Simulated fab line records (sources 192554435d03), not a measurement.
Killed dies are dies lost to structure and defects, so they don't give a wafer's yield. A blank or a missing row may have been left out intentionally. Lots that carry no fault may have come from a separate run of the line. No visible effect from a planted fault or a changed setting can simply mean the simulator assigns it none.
Matching of chambers ; flow n5 finfet ; N5_BEOL_M1_DESCUM_33 on rie diel-04 has 4 sister chambers
The step chemistry O2, time 7 s. 4 wafers are shown with their chamber, then 7 later ones without.

WAFERS PAIRED WITH THEIR CHAMBERS
wafer;chamber;showerhead plenum p Torr (Torr)
L086.2;1;1.98
L086.4;3;2.06
L089.2;2;2.19
L089.3;0;2.07

WAFERS WHOSE CHAMBER IS MISSING
wafer;showerhead plenum p Torr (Torr)
L089.5;1.98
L090.2;1.98
L090.4;2.06
L090.6;1.98
L094.1;2.07
L094.3;2.18
L094.4;2.06

CHAMBER TAKEN BY EACH
wafer;from the rows above;in truth
L089.5;1;1
L090.2;1;1
L090.4;3;3
L090.6;1;1
L094.1;0;0
L094.3;2;2
L094.4;3;3
7 of 7 placed correctly. Not placeable from these rows: 0. 0 placed wrongly.
How it was worked out, from the rows above alone: a wafer's distance from a chamber is the root of the sum, over the readings, of the square of ((its reading less the chamber's mean) divided by the reading's scatter). If the next closest chamber is less than 2 further off than the closest, the wafer can't be placed; otherwise it belongs to the closest. The mean given for a chamber averages the wafers shown for that chamber. The scatter (one wafer shown for each chamber): square how far every hidden wafer sits from the nearest shown wafer, average those squares and take the square root.
